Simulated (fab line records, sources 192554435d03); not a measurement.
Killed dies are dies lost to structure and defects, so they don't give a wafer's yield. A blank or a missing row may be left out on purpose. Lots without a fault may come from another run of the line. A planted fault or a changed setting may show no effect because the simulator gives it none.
Chamber matching | flow n5_finfet | N5_BEOL_M0_SAQP_DESCUM_19 on rie_diel-01: 4 sister chambers
The step chemistry O2, time 7.9 s. 16 wafers are shown with their chamber, then 8 later ones without.

WAFERS WITH THEIR CHAMBER
wafer  | chamber | throttle_valve_pct (%) | showerhead_plenum_p_Torr (Torr) | drypump_motor_current_A (A)
L074.2 | 2       | 20.43                  | 2.15                            | 6.0
L074.3 | 0       | 20.75                  | 2.04                            | 6.0
L074.4 | 1       | 20.22                  | 2.14                            | 6.5
L075.1 | 2       | 20.42                  | 2.15                            | 5.9
L075.3 | 1       | 20.23                  | 2.14                            | 6.5
L075.5 | 2       | 20.41                  | 2.15                            | 6.0
L076.1 | 1       | 20.23                  | 2.14                            | 6.5
L076.2 | 2       | 20.42                  | 2.15                            | 5.9
L076.5 | 0       | 20.75                  | 2.04                            | 6.1
L078.3 | 3       | 20.57                  | 2.02                            | 5.0
L078.5 | 2       | 20.43                  | 2.15                            | 6.0
L078.6 | 1       | 20.24                  | 2.13                            | 6.5
L082.1 | 3       | 20.58                  | 2.01                            | 5.0
L082.3 | 2       | 20.44                  | 2.15                            | 5.9
L082.6 | 1       | 20.25                  | 2.13                            | 6.5
L084.3 | 1       | 20.25                  | 2.13                            | 6.5

SIGNATURES (means of the wafers above)
reading                  | chamber 0 | chamber 1 | chamber 2 | chamber 3 | scatter within a chamber
throttle_valve_pct       | 20.7500   | 20.2367   | 20.4250   | 20.5750   | 0.0105
showerhead_plenum_p_Torr | 2.0400    | 2.1350    | 2.1500    | 2.0150    | 0.00408
drypump_motor_current_A  | 6.050     | 6.500     | 5.950     | 5.000     | 0.0408
Rule: a wafer's distance from a chamber is the root of the sum, over the readings, of the square of ((its reading less the chamber's mean) divided by the reading's scatter). The wafer belongs to the nearest chamber; if the next one is less than 2 further off, it can't be placed. The scatter: the root of (the sum of the squares of (reading less its chamber's mean) over the shown wafers, divided by (wafers less chambers)).

WAFERS WITHOUT THEIR CHAMBER
wafer  | throttle_valve_pct (%) | showerhead_plenum_p_Torr (Torr) | drypump_motor_current_A (A)
L084.5 | 20.26                  | 2.13                            | 6.5
L084.6 | 20.77                  | 2.03                            | 6.0
L087.2 | 20.60                  | 2.01                            | 5.0
L087.3 | 20.26                  | 2.13                            | 6.5
L087.4 | 20.27                  | 2.13                            | 6.5
L091.2 | 20.60                  | 2.01                            | 5.0
L091.4 | 20.81                  | 2.03                            | 6.0
L091.5 | 20.79                  | 2.03                            | 6.0

WHICH CHAMBER EACH WENT THROUGH
wafer  | from the rows above | in truth
L084.5 | 1                   | 1
L084.6 | 0                   | 0
L087.2 | 3                   | 3
L087.3 | 1                   | 1
L087.4 | 1                   | 1
L091.2 | 3                   | 3
L091.4 | 0                   | 0
L091.5 | 0                   | 0
Placed correctly: 8 of 8. Can't be placed from these rows: 0. Placed wrongly: 0.
